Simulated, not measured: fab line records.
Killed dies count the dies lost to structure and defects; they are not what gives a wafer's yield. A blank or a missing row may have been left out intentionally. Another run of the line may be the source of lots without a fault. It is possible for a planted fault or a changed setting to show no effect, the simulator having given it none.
A struck lot beside a sound one	flow n5Finfet	38 steps out of a route of 1938
Sound: the wafers L701.1, L701.2, L701.4. Struck: wafer L707.3 (L707.2, L707.4, from the same lot, were not struck and are left out); the cause is given at the end.
At each step with rows: each side's tool, then ch and its chambers, then its first start. Under that, the readings that differ: sound wafers	struck wafers	difference of the means	sigmas: that difference in standard deviations of wafers without a fault.
alike: same words and numbers on both sides, and readings whose means sit less than 2 such deviations apart. not compared: any withheld reading, any reading some wafer has no value for, any bound like >300 that may hide the same value, and any number with overlapping values for which the record gives no deviation.
Wherever a step has rows on one side only, a row that says differs or no value, or a row with sigmas, the two part there. Non-overlapping numbers with no deviation appear without sigmas and do not part them. A reading missing from all wafers of one side parts the sides only when that side holds two or more wafers.

first, 9 steps without rows for these wafers: N5_BEOL_M4_ANNEAL_95 (time 240 s); N5_BEOL_M4_SPUTTER_96 (material Cu, target thk 4.5 nm, time 8.29 s); N5_BEOL_M4_ECD_50 (material Cu, target thk 300 nm); N5_BEOL_M4_ANNEAL_51 (time 90 s); N5_BEOL_M4_CMP_52 (polishes, stops on SiOC, t overpolish 6.8 s, target thk 40 nm); N5_BEOL_M4_PRE_CLEAN_60 (time 15 s); N5_BEOL_M4_CO_CAP_55 (material Co, precursor CCTBA/H2, target thk 2 nm, time 102.1 s); N5_BEOL_M4_PRE_CLEAN_56 (time 15 s); N5_BEOL_M4_DEP_57 (deposits SiCN from 3MS/NH3, target thk 8 nm, time 14 s).
N5_BEOL_M4_RC_MEAS_101:
  sound on prober-02 ch 0, day 10 06:02; struck on prober-02 ch 0, day 11 12:47
  alike: DIBL_N, DIBL_P, IOFF_N, IOFF_P, ION_N, ION_P, SS_N, SS_P, VT_N, VT_P
then, 24 steps without rows for these wafers: N5_BEOL_M5_ILD_DEP_00 (deposits SiCOH lowk from DEMS/porogen, target thk 140.64 nm, time 25.9 s); N5_BEOL_M5_CURE_79 (cures SiCOH lowk, time 240 s); N5_BEOL_M5_PECVD_70 (deposits SiO2 from TEOS/O2, target thk 16 nm, time 18 s); N5_BEOL_M5_HM_DEP_02 (deposits TiN, target thk 20 nm); N5_BEOL_M5_COAT_59 (time 60 s, resist thk 60 nm); N5_BEOL_M5_COAT_60 (time 60 s, resist thk 12 nm); N5_BEOL_M5_COAT_71 (time 60 s, resist thk 5 nm); N5_BEOL_M5_COAT_05 (resist thk 30 nm); N5_BEOL_M5_EBR_07; N5_BEOL_M5_SOFTBAKE_06 (time 60 s); N5_BEOL_M5_EXPOSE_08 (exposes mask M5, target cd 28 nm); N5_BEOL_M5_PEB_09 (peb time 60 s); N5_BEOL_M5_DEVELOP_10 (develop time 30 s); N5_BEOL_M5_DESCUM_16 (chemistry O2, time 7 s); N5_BEOL_M5_ETCH_72 (etches underlayer in N2/H2, target depth 6.5 nm, time 5.2 s); N5_BEOL_M5_ETCH_61 (etches SiARC in CF4, target depth 15.6 nm, time 26 s); N5_BEOL_M5_ETCH_62 (etches SOC in N2/H2, target depth 75 nm, overetch 15 nm, time 112.5 s); N5_BEOL_M5_STRIP_63 (strips in N2/H2); N5_BEOL_M5_STRIP_73 (strips in N2/H2); N5_BEOL_M5_STRIP_64 (strips in CF4); N5_BEOL_M5_HM_OPEN_17 (chemistry Cl2/BCl3, target TiN, target depth 20 nm, overetch 6 nm); N5_BEOL_M5_STRIP_19 (strips in O2); N5_BEOL_M5_COAT_65 (time 60 s, resist thk 60 nm); N5_BEOL_M5_COAT_66 (time 60 s, resist thk 12 nm).
N5_BEOL_M6_CMP_52: polishes, stops on SiCOH lowk, t overpolish 6.9 s, target thk 80 nm.
  sound on cmp-02 ch 0,1,3, day 11 05:16; struck on cmp-02 ch 2, day 12 09:38
reading	sound	struck	difference	sigmas
barrierFieldEndpointS (s)	28.8 28.7 28.3	46.7	+18.1	+30
overpolishRunS (s)	6.879 6.885 6.911	0.041	-6.851	-99 or more
timeToEndpointS (s)	59.7 62.8 60.8	81.3	+20.2	+10
  alike: clearingPlatenRpm, headPressurePsi, motorCurrentA, retainingRingPressureFrac
N5_BEOL_M6_THK_MEAS_53: measures by xrf.
  sound: filmMetro-02 at day 11 05:34; struck: filmMetro-01 at day 12 09:53
reading	sound	struck	difference	sigmas
M6_THK (nm)	78.9 78.3 78.7	180.9	+102.3	+73
N5_BEOL_M6_INSPECT_58: inspects for defects (darkfield).
  sound: defectInspect-02 at day 11 05:45; struck: defectInspect-02 at day 12 10:03
reading	sound	struck	difference	sigmas
rawDefectCount	107 80 68	1365	+1280	+56
-- the record jumps here: 3 days lie between the struck wafers' starts before and after (it left off in module BEOL_M6 and takes up again in module PASSIVATION, whose first step shown is number 1936 of the route) --
N5_PASSIVATION_PROBE_49:
  sound: prober-02 at day 14 11:37; struck: prober-01 at day 15 18:19
reading	sound	struck	difference	sigmas
defectLimitedYield (%)	91.4 94.1 93.5	0	-93	-62
killed_at_M0_to_M3	35 18 26	61	+35	+3
killed_at_M4_up	9 5 8	1042	+1035	+99 or more
killedAtFrontEnd	35 27 29	57	+27	+2
killedDies	101 70 77	1180	+1097	+61
killedOnRim	10 5 8	152	+144	+36
killedOpen	73 48 56	107	+48	+4
killedShort	28 22 21	46	+22	+3
sort_bin_5_function (%)	4.5 3.7 4.1	8.4	+4.3	+4
sort_bin_6_memory (%)	3.9 2.0 2.4	4.6	+1.8	+3
sortNPass	1079 1110 1103	0	-1097	-61
sortYieldPct (%)	91.4 94.1 93.5	0	-93	-62
  alike: killedAtContacts, killedAtOther

## WHERE THEY PART
Earliest at N5_BEOL_M6_CMP_52; latest, in this record, at N5_PASSIVATION_PROBE_49.

WHY: what had been put in by the simulator
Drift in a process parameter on cmp-02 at N5_BEOL_M6_CMP_52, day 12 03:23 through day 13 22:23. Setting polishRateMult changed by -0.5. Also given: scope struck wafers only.
